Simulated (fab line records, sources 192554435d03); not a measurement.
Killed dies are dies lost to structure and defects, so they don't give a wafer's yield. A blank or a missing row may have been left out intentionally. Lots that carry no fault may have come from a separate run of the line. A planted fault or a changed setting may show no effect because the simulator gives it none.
Which of the tools did it? -- flow n5-finfet -- route of 1938 steps, sampled at 1 step: 12 lots, 36 wafers

== WHAT THE GAUGES SHOWED, per wafer ==
N5_BEOL_M3_CD_MEAS_28: target cd 25.7 nm, target cd y 23.3 nm.
lot,measured,on,cd-nm (nm)
L075,day 7 18:22,cd-sem-01,25.44 25.68 25.41
L076,day 7 21:54,cd-sem-01,25.95 25.73 25.64
L078,day 8 18:04,cd-sem-02,25.41 26.08 25.89
L080,day 9 13:34,cd-sem-01,25.68 26.02 25.79
L082,day 10 09:39,cd-sem-01,25.88 25.48 25.36
L085,day 10 20:12,cd-sem-02,25.52 25.92 25.96
L087,day 11 05:28,cd-sem-01,25.95 25.86 25.18
L090,day 11 23:16,cd-sem-02,25.98 25.72 25.87
L091,day 12 03:38,cd-sem-01,25.66 25.79 25.75
L093,day 12 16:52,cd-sem-03,26.08 25.93 25.60
L095,day 13 08:32,cd-sem-01,26.31 25.96 26.05
L097,day 13 16:41,cd-sem-03,25.61 25.47 25.92

== EACH LOT AND THE TOOL THAT RAN IT (in order: tool; ch and the chambers of the sampled wafers; start) ==
No process step before these readings appears in the record.

== THE ANSWER, worked out from the rows above alone ==
Rule: the lots themselves supply what counts as usual. Put in order of their means at a reading, lots are off if they are a third of the lots or fewer, leave a main group of 4 or more, and stand apart from it by a gap of 3 or more times the standard deviation of the main group's means; of several such gaps the widest counts. Not used: any main group whose means are identical at the precision the tables above print for the reading. A lot without any number at a reading at which 4 lots or more have one is off too. All remaining lots with rows at the step are treated as sound.
No lot is off on any of the readings shown, so nothing can be concluded from this.

== WHAT THE SIMULATOR HAD PUT IN ==
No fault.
